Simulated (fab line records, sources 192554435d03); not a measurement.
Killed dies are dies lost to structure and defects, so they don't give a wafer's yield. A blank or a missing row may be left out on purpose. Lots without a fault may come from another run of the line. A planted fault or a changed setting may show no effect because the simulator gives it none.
A struck lot beside a sound one | flow n5_finfet | 14 steps out of a route of 1938
Sound: wafers L326.1, L326.4, L326.6. Struck: wafers L343.1, L343.4, L343.5. The cause comes at the end.
At each step with rows: each side's tool, then ch and its chambers, then its first start. Under that, the readings that differ: sound wafers | struck wafers | difference of the means | sigmas: that difference in standard deviations of wafers without a fault.
alike: readings whose means differ by less than 2 such deviations, and words and numbers that are the same on both sides. not compared: withheld readings, readings that some wafer has no value for, bounds like >300 that may hide the same value, and numbers for which the record gives no deviation and whose values overlap.
The two part at a step that has a row with sigmas, a row that says differs or no value, or rows on one side only. Numbers that don't overlap but have no deviation are shown without sigmas and don't part them. A reading that every wafer of one side lacks parts them only if that side has two wafers or more.

first, 1 step without rows for these wafers: N5_SD_EPI_N_EPI_21 (deposits Si:P, time 690 s).
N5_SD_EPI_N_EPI_MEAS_23:
  sound on film_metro-02, day 3 03:44; struck on film_metro-01, day 7 09:30
  alike: thk_nm
then, 3 steps without rows for these wafers: N5_SD_EPI_N_PRECLEAN_24 (cleans in O3/DIW, time 60 s); N5_SD_EPI_N_SRD_25 (time 30 s); N5_SD_EPI_N_PRECLEAN_49 (cleans in NF3:NH3, afs cycles 1, time 20 s, sublimation time 60 s).
N5_SD_EPI_N_LINER_46: material SiNx, target thk 3 nm.
  sound on ald_sin-04 ch 0,1, day 3 04:02; struck on ald_sin-04 ch 2,3, day 7 09:49
  alike: heater_power_w, susceptor_temp_C
  not compared: since_wet_clean_h
N5_SD_EPI_N_INSPECT_26: inspects for defects (darkfield).
  sound on defect_inspect-02, day 3 04:17; struck on defect_inspect-01, day 7 10:04
  reading          | sound       | struck      | difference | sigmas
  raw_defect_count | 233 204 221 | 107 130 145 | -92        | -2
then, 5 steps without rows for these wafers: N5_SD_EPI_P_COAT_34 (time 60 s, resist thk 350 nm); N5_SD_EPI_P_COAT_35 (time 60 s, resist thk 35 nm); N5_SD_EPI_P_COAT_03 (resist thk 150 nm); N5_SD_EPI_P_EBR_05; N5_SD_EPI_P_SOFTBAKE_04 (time 60 s).
N5_SD_EPI_P_EXPOSE_06: exposes mask SD P BLK, target cd 240 nm.
  sound on arfi_scanner-02 ch 0, day 3 04:34; struck on arfi_scanner-03, day 7 10:13
  no value came back on the struck wafers for exposure_dose_mJ_cm2, focus_offset_nm (nm); on the sound wafers exposure_dose_mJ_cm2 reads 39.56 39.60 39.50
  alike: mask
then, 1 step without rows for these wafers: N5_SD_EPI_P_PEB_07 (peb time 60 s).

WHERE THEY PART
First at N5_SD_EPI_N_INSPECT_26; last, within this record, at N5_SD_EPI_P_EXPOSE_06.

WHY: what the simulator had put in
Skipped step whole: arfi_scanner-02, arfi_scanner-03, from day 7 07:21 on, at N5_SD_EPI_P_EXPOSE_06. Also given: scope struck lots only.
